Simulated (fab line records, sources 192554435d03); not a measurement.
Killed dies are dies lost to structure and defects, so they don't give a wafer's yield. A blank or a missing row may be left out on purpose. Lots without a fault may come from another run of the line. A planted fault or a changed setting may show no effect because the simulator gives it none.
A struck lot beside a sound one | flow n5_finfet | 23 steps out of a route of 1938
Sound: wafers L249.3, L249.5, L249.6. Struck: wafers L269.1, L269.3, L269.6. The cause comes at the end.
At each step with rows: each side's tool, then ch and its chambers, then its first start. Under that, the readings that differ: sound wafers | struck wafers | difference of the means | sigmas: that difference in standard deviations of wafers without a fault.
alike: readings whose means differ by less than 2 such deviations, and words and numbers that are the same on both sides. not compared: withheld readings, readings that some wafer has no value for, bounds like >300 that may hide the same value, and numbers for which the record gives no deviation and whose values overlap.
The two part at a step that has a row with sigmas, a row that says differs or no value, or rows on one side only. Numbers that don't overlap but have no deviation are shown without sigmas and don't part them. A reading that every wafer of one side lacks parts them only if that side has two wafers or more.

first, 9 steps without rows for these wafers: N5_DUMMY_GATE_COAT_09 (resist thk 30 nm); N5_DUMMY_GATE_EBR_11; N5_DUMMY_GATE_SOFTBAKE_10 (time 60 s); N5_DUMMY_GATE_EXPOSE_12 (exposes mask GATE, target cd 25 nm); N5_DUMMY_GATE_PEB_13 (peb time 60 s); N5_DUMMY_GATE_DEVELOP_14 (develop time 30 s); N5_DUMMY_GATE_DESCUM_20 (chemistry O2, time 6.2 s); N5_DUMMY_GATE_ETCH_29 (etches underlayer in N2/H2, target depth 13 nm); N5_DUMMY_GATE_ETCH_36 (etches SiARC in CF4, target depth 13 nm).
N5_DUMMY_GATE_ETCH_37: etches SOC in N2/H2, target depth 60 nm, overetch 30 nm.
  sound on rie_diel-05 ch 0,1, day 3 10:02; struck on rie_diel-05 ch 0,2, day 8 10:34
  no value came back on the struck wafers for any of 7 readings (bias_w (W), chamber_pressure_mTorr (mTorr) and others); on the sound wafers bias_w (W) reads 149.8 150.0 150.1
  reading                                            | sound | struck         | difference | sigmas
  model.CAR-EUV_of_DUMMY_GATE_COAT_09.thk_nm (nm)    | 0 0 0 | 11.6 10.8 10.8 | +11.1      |
  model.underlayer_of_DUMMY_GATE_COAT_28.thk_nm (nm) | 0 0 0 | 10 10 10       | +10        |
  model.SiARC_of_DUMMY_GATE_COAT_35.thk_nm (nm)      | 5 5 5 | 10 10 10       | +5         |
  not compared: rf_hours_counter_h
then, 4 steps without rows for these wafers: N5_DUMMY_GATE_STRIP_38 (strips in N2/H2); N5_DUMMY_GATE_STRIP_39 (strips in N2/H2); N5_DUMMY_GATE_TRIM_49 (chemistry O2, time 29 s, target cd 14 nm); N5_DUMMY_GATE_STRIP_40 (strips in CF4).
N5_DUMMY_GATE_CD_MEAS_50: target cd 14 nm.
  sound on cd_sem-01, day 3 10:16; struck on cd_sem-03, day 8 11:02
  reading    | sound          | struck | difference                    | sigmas
  cd_nm (nm) | 14.4 13.9 14.6 | - - -  | no value on the struck wafers |
N5_DUMMY_GATE_ETCH_31: etches SiO2 in C4F6/O2, target depth 82.5 nm, time 27.5 s.
  sound on rie_diel-05 ch 1,2, day 3 10:19; struck on rie_diel-06 ch 1,2, day 8 11:19
  reading               | sound          | struck         | difference | sigmas
  oes_product_au (a.u.) | 0.81 0.81 0.68 | 0.29 0.27 0.29 | -0.48      | -7
  alike: C4F6_flow_sccm, O2_flow_sccm, drypump_motor_current_A, rf_vpp_V, showerhead_plenum_p_Torr, throttle_valve_pct
  not compared: rf_hours_counter_h
then, 3 steps without rows for these wafers: N5_DUMMY_GATE_STRIP_41 (strips in O2); N5_DUMMY_GATE_ETCH_32 (etches SiO2 in CF4, target depth 3.5 nm, time 3.9 s); N5_DUMMY_GATE_ETCH_23 (etches poly-Si in HBr/Cl2/O2, target depth 41 nm, time 22.3 s).
N5_DUMMY_GATE_ETCH_44: etches poly-Si in HBr/O2, stops on SiO2, target depth 127.5 nm.
  sound on rie_si-06 ch 2,3, day 3 10:38; struck on rie_si-05 ch 0,1,2, day 8 11:38
  reading                     | sound             | struck            | difference | sigmas
  drypump_motor_current_A (A) | 6.4 6.4 6.0       | 5.8 5.0 5.3       | -0.9       | -2
  oes_product_au (a.u.)       | 0.751 0.740 0.743 | 0.388 0.375 0.375 | -0.365     | -30
  alike: HBr_flow_sccm, O2_flow_sccm, throttle_valve_pct
  not compared: rf_hours_counter_h
N5_DUMMY_GATE_CD_MEAS_24: target cd 15 nm.
  sound on cd_sem-02, day 3 10:46; struck on cd_sem-03, day 8 11:45
  reading    | sound          | struck | difference                    | sigmas
  cd_nm (nm) | 15.3 15.0 15.1 | - - -  | no value on the struck wafers |
N5_BEOL_M4_RC_MEAS_101:
  the record has rows for the sound wafers here (prober-02 ch 0, day 8 18:21) and none for the struck ones
-- the record jumps here: 10 days lie between the struck wafers' starts before and after (it left off in module BEOL_M4 and takes up again in module PASSIVATION, whose first step shown is number 1936 of the route) --
N5_PASSIVATION_PROBE_49:
  the record has rows for the struck wafers here (prober-01, day 18 02:01) and none for the sound ones

WHERE THEY PART
First at N5_DUMMY_GATE_ETCH_37; last, within this record, at N5_PASSIVATION_PROBE_49.

WHY: what the simulator had put in
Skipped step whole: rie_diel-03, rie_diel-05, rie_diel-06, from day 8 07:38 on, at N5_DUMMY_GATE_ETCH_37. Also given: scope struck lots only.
